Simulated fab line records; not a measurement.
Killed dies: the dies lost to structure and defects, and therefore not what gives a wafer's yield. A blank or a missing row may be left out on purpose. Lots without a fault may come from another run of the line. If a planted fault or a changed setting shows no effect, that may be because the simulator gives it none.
Comparing a struck lot with a sound one + flow nand-harc + 12 out of 1302 route steps
Sound: the wafers L900.2, L900.4, L900.6. Struck: wafer L891.2 (L891.3, L891.5, from the same lot, were not struck and are left out); the cause is given at the end.
Per side, at each step with rows, come the tool, then ch with its chambers, and then its first start. Under that, the readings that differ: sound wafers + struck wafers + difference of the means + sigmas: that difference in standard deviations of wafers without a fault.
alike: a reading whose means differ by less than 2 such deviations, as well as words and numbers matching on both sides. not compared: withheld readings; readings where some wafer has no value; bounds like >300 that might hide an equal value; numbers whose values overlap and for which the record gives no deviation.
The two part at a step that has a row with sigmas, a row that says differs or no value, or rows on one side only. Non-overlapping numbers with no deviation appear without sigmas and do not part them. Lack of a reading on every wafer of one side parts them only where that side has two or more wafers.

first, 9 steps without rows for these wafers: NHARC_A_STAIRCASE_DEHYDRATE_433 (time 120 s); NHARC_A_STAIRCASE_HMDS_434 (time 30 s); NHARC_A_STAIRCASE_COAT_435; NHARC_A_STAIRCASE_SOFTBAKE_436 (time 170 s); NHARC_A_STAIRCASE_EBR_437; NHARC_A_STAIRCASE_EXPOSE_438 (exposes mask STAIR REV); NHARC_A_STAIRCASE_PEB_439 (peb time 130 s); NHARC_A_STAIRCASE_DEVELOP_440 (time 140 s); NHARC_A_STAIRCASE_HARDBAKE_442 (time 140 s).
NHARC_A_STAIRCASE_DESCUM_443: chemistry O2, time 3 s.
  sound on rie-diel-09 ch 1,3, day 27 16:34; struck on rie-diel-09 ch 2, day 24 14:16
| reading                         | sound          | struck | difference | sigmas |
|---------------------------------|----------------|--------|------------|--------|
| rf-vpp-V (V)                    | 58.8 59.2 59.7 | 57.1   | -2.1       | -2     |
| showerhead-plenum-p-Torr (Torr) | 2.01 2.02 2.02 | 1.77   | -0.25      | -2     |
  alike: drypump-motor-current-A, mfc-ar-sccm, oes-product-au, throttle-valve-pct
  not compared: rf-hours-counter-h
NHARC_A_STAIRCASE_ETCH_444: etches the open film in C4F8/O2, target depth 20400 nm, time 6800 s.
  sound on rie-diel-09 ch 1,3, day 27 17:38; struck on rie-diel-09 ch 2, day 24 14:50
| reading          | sound                | struck | difference | sigmas      |
|------------------|----------------------|--------|------------|-------------|
| rf-vpp-V (V)     | 812 813 814          | 800    | -13        | -2          |
| run-length-s (s) | 6821.9 6821.8 6821.1 | 5796.5 | -1025.1    | -99 or more |
  alike: oes-product-au
  not compared: rf-hours-counter-h
after that, 1 step had no rows for these wafers: NHARC_END_SORT_01.

== WHERE THEY PART ==
Earliest at NHARC_A_STAIRCASE_DESCUM_443; latest, in this record, at NHARC_A_STAIRCASE_ETCH_444.

WHY: the cause the simulator had injected
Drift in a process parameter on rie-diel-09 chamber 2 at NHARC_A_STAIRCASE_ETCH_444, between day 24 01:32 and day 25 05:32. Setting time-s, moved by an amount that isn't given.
